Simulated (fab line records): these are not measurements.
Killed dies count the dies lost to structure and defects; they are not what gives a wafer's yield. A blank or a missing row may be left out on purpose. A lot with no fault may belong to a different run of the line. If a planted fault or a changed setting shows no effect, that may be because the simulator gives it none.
One fault through the eyes of 2 desks | flow n5-finfet | each desk holds nothing but its own numbers, with what lay behind them at the end

DESK OF THE TOOL OWNER: laser-anneal-02
At N5_SD_ACTIVATION_LSA_01 (time 0.0008 s), the tool's own readings, given per lot that ran on this tool as the mean of the sampled wafers with a number. Any lot whose mean is over 4 standard deviations away from the usual mean is out of limits and marked OUT; that distance is given in the brackets.
Columns: A = wafer_temp_C_max at N5_SD_ACTIVATION_LSA_01, usual 1085.9
lot  | first seen here | A
L223 | day 3 16:25     | 1084.3
L227 | day 4 14:35     | 1083.7
L229 | day 5 00:17     | 1084.1
L231 | day 5 13:02     | 1083.3
L241 | day 8 01:00     | 1084.6
L243 | day 8 09:42     | 1084.2
L245 | day 8 23:02     | 1083.4
Finding of this desk: none of the 7 lots has anything out of limits.

AT THE METROLOGY DESK
Lot by lot, what the gauges showed, no matter which tool ran the lot: averages of those sampled wafers that carry a number. Any lot whose mean is over 4 standard deviations away from the usual mean is out of limits and marked OUT; that distance is given in the brackets. Shown are 7 of the 16 readings it has, namely the first that went out of limits plus those furthest out on some lot.
Columns: A = RS_SD_N at N5_SD_ACTIVATION_RS_MEAS_03, usual 21.9 ohm/sq; B = IOFF_P at N5_BEOL_M4_RC_MEAS_101, usual 0.21 nA/um; C = ION_P at N5_BEOL_M4_RC_MEAS_101, usual 464 uA/um; D = RC_DENSE_N at N5_BEOL_M4_RC_MEAS_101, usual 19.1 ohm.um; E = RC_N at N5_BEOL_M4_RC_MEAS_101, usual 15.60 ohm.um; F = RS_SD_N at N5_BEOL_M4_RC_MEAS_101, usual 28.3 ohm/sq; G = VT_P at N5_BEOL_M4_RC_MEAS_101, usual -250 mV
lot  | first seen here | A               | B    | C   | D               | E                | F               | G
L223 | day 3 16:36     | 22.3            | 0.20 | 460 | 19.5            | 15.97            | 28.5            | -252
L227 | day 4 14:47     | 19.9 (-6.3) OUT | 0.20 | 468 | 17.6 (-4.3) OUT | 14.46 (-4.1) OUT | 26.2 (-6.0) OUT | -250
L229 | day 5 00:29     | 21.7            | 0.21 | 463 | 18.6            | 15.11            | 28.2            | -250
L231 | day 5 13:14     | 20.2 (-5.3) OUT | 0.22 | 463 | 17.6 (-4.4) OUT | 14.29 (-4.7) OUT | 26.6 (-5.0) OUT | -249
L236 | day 6 19:06     | 21.5            | 0.21 | 465 | 19.2            | 15.70            | 27.8            | -251
L241 | day 8 01:13     | 21.6            | 0.23 | 466 | 18.6            | 15.26            | 28.0            | -248
L243 | day 8 09:54     | 22.0            | 0.28 | 479 | 19.0            | 15.59            | 28.4            | -242
L244 | day 8 17:27     | 22.0            | 0.18 | 456 | 19.7            | 16.05            | 28.5            | -254
L245 | day 8 23:15     | 21.8            | 0.31 | 478 | 19.4            | 15.85            | 28.5            | -242
L246 | day 9 04:24     | 21.7            | 0.23 | 470 | 19.2            | 15.69            | 28.4            | -247
This desk's finding: out of limits on L227, L231; first on L227, day 4 14:47 (RS_SD_N at N5_SD_ACTIVATION_RS_MEAS_03). L223, L229, L236, L241, L243, L244, L245, L246: within limits.

TAKEN TOGETHER
The metrology desk could have raised an alarm at day 4 14:47, on L227, L231.
Nothing out of limits was seen by the tool owner's desk.
The tool owner's desk has L227, L231 on record, within its limits.
On laser-anneal-02, each named lot ran N5_SD_ACTIVATION_LSA_01.

WHAT WAS PUT IN BY THE SIMULATOR
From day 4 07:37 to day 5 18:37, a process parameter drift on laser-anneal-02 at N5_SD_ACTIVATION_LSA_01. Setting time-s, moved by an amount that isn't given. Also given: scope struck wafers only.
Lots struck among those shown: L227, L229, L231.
Delay in hours, fault start to first out-of-limits reading, per desk: metrology desk 7.
